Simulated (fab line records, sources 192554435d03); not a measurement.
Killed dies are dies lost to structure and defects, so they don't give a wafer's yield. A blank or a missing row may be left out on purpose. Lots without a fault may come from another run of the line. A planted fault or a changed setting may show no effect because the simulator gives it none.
Split-lot experiment | flow n5_finfet | 7 lots, 39 wafers read, on a route of 1938 steps

THE SPLIT
At N5_BEOL_M11_CVD_75 (deposits Co from CCTBA/H2, target thk 2 nm, time 138.9 s), the setting target_thk_a was moved away from the recipe's 20 angstrom on 15 of the 39 wafers read, by -36.3% to +59.1%. The other wafers ran this setting at the recipe's value.

The reading is taken at the split's own step.

THE READING
Co_of_BEOL_M11_CVD_75.thk_nm (the simulator's own value, which no gauge read), in nm, at N5_BEOL_M11_CVD_75 (deposits Co from CCTBA/H2, target thk 2 nm, time 138.9 s). The file gives no usual value for it. The 24 wafers here that ran the recipe average 2.0 nm, standard deviation 0.12 nm.

wafer  | tool, chamber at the split | target_thk_a as run, angstrom | against the recipe | Co_of_BEOL_M11_CVD_75.thk_nm, nm | against lot-mates on the recipe
L074.1 | cvd_co-01, 1,0             | 20                            | recipe             | 2                                | -
L074.3 | cvd_co-01, 1,0             | 20                            | recipe             | 2                                | -
L074.2 | cvd_co-01, 2               | 20                            | recipe             | 1.8                              | -
L074.4 | cvd_co-01, 0,2             | 31.83                         | +59.1%             | 3                                | +1.1
L074.5 | cvd_co-01, 0,2             | 31.83                         | +59.1%             | 3                                | +1.1
L074.6 | cvd_co-01, 1               | 31.83                         | +59.1%             | 3.2                              | +1.3
L083.1 | cvd_co-01, 2               | 20                            | recipe             | 1.8                              | -
L083.2 | cvd_co-01, 0               | 20                            | recipe             | 2                                | -
L083.3 | cvd_co-01, 1               | 20                            | recipe             | 2.2                              | -
L083.4 | cvd_co-01, 1,2             | 28.06                         | +40.3%             | 2.8                              | +0.8
L083.5 | cvd_co-01, 1,2             | 28.06                         | +40.3%             | 2.8                              | +0.8
L083.6 | cvd_co-01, 0               | 28.06                         | +40.3%             | 3                                | +1.0
L084.1 | cvd_co-02, 1,2             | 20                            | recipe             | 1.8                              | -
L084.6 | cvd_co-02, 1,2             | 20                            | recipe             | 1.8                              | -
L084.2 | cvd_co-02, 2,0             | 20                            | recipe             | 2                                | -
L084.3 | cvd_co-02, 2,0             | 20                            | recipe             | 2                                | -
L084.4 | cvd_co-02, 1,0             | 20                            | recipe             | 2.2                              | -
L084.5 | cvd_co-02, 1,0             | 20                            | recipe             | 2.2                              | -
L086.1 | cvd_co-02, 0               | 20                            | recipe             | 2.2                              | -
L086.2 | cvd_co-02, 2               | 12.75                         | -36.3%             | 1.2                              | -0.9
L086.4 | cvd_co-02, 2               | 12.75                         | -36.3%             | 1.2                              | -0.9
L086.3 | cvd_co-02, 1               | 20                            | recipe             | 2                                | -
L086.5 | cvd_co-02, 1               | 20                            | recipe             | 2                                | -
L086.6 | cvd_co-02, 0               | 12.75                         | -36.3%             | 1.4                              | -0.7
L091.1 | cvd_co-01, 2,0,0           | 25.67                         | +28.4%             | 2.6                              | +0.6
L091.2 | cvd_co-01, 2,0,0           | 25.67                         | +28.4%             | 2.6                              | +0.6
L091.5 | cvd_co-01, 2,0,0           | 25.67                         | +28.4%             | 2.6                              | +0.6
L091.3 | cvd_co-01, 1,1,2           | 20                            | recipe             | 2                                | -
L091.4 | cvd_co-01, 1,1,2           | 20                            | recipe             | 2                                | -
L091.6 | cvd_co-01, 1,1,2           | 20                            | recipe             | 2                                | -
L088.1 | cvd_co-01, 2,1,0           | 20                            | recipe             | 2                                | -
L088.2 | cvd_co-01, 2,1,0           | 20                            | recipe             | 2                                | -
L088.4 | cvd_co-01, 2,1,0           | 20                            | recipe             | 2                                | -
L088.3 | cvd_co-01, 0,1,2           | 25.97                         | +29.8%             | 2.6                              | +0.6
L088.5 | cvd_co-01, 0,1,2           | 25.97                         | +29.8%             | 2.6                              | +0.6
L088.6 | cvd_co-01, 0,1,2           | 25.97                         | +29.8%             | 2.6                              | +0.6
L094.4 | cvd_co-01, 2,1             | 20                            | recipe             | 2                                | -
L094.6 | cvd_co-01, 2,1             | 20                            | recipe             | 2                                | -
L094.5 | cvd_co-01, 0               | 20                            | recipe             | 2.2                              | -
Where a row lists several chambers, the file gives one row for several wafers and doesn't say which wafer went through which chamber.

THE FIT
A straight line over all 39 wafers: Co_of_BEOL_M11_CVD_75.thk_nm changes by +0.0195 nm for each +1% of target_thk_a; r = +0.97; the points scatter about the line by 0.12 nm.
The same after taking each lot's own level away (the mean of its wafers on the recipe; 39 wafers): +0.0205 nm for each +1%; r = +0.98; scatter 0.11 nm.
On that fit, the largest move of target_thk_a shifts the reading by 1.2 nm.
The lots' own levels span 1.93 to 2.07 nm, that is 1.1 times the standard deviation above.
So the lot-to-lot level changes the slope little: the two slopes agree.
Check: with one of the wafers moved furthest among these (+59.1%) left out of the fit, the line predicts +1.23 nm for it against its lot-mates. It came out at +1.07 nm against them.

OTHER SPLITS ON THESE WAFERS
These wafers also went through other splits before the reading. Each is held against what the fit with the lots' levels taken away leaves over:
other split on the same wafers                  | wafers away from the commonest value | r with Co_of_BEOL_M11_CVD_75.thk_nm (lot level and that fit taken away)
N5_DUMMY_GATE_PECVD_30 time_s                   | 18                                   | -0.02
N5_SD_EPI_P_EPI_21 time_s                       | 15                                   | -0.01
N5_GATE_CUT_ALD_22 ald_cycles                   | 9                                    | -0.02
N5_MOL_CONTACT_COAG_VIA_ETCH_117 target_depth_a | 15                                   | +0.13
N5_BEOL_M6_ETCH_41 time_s                       | 15                                   | +0.04

THE FILE'S OWN FIT
Co_of_BEOL_M11_CVD_75.thk_nm changes by +0.0204 nm for each +1% of target_thk_a, r = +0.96.
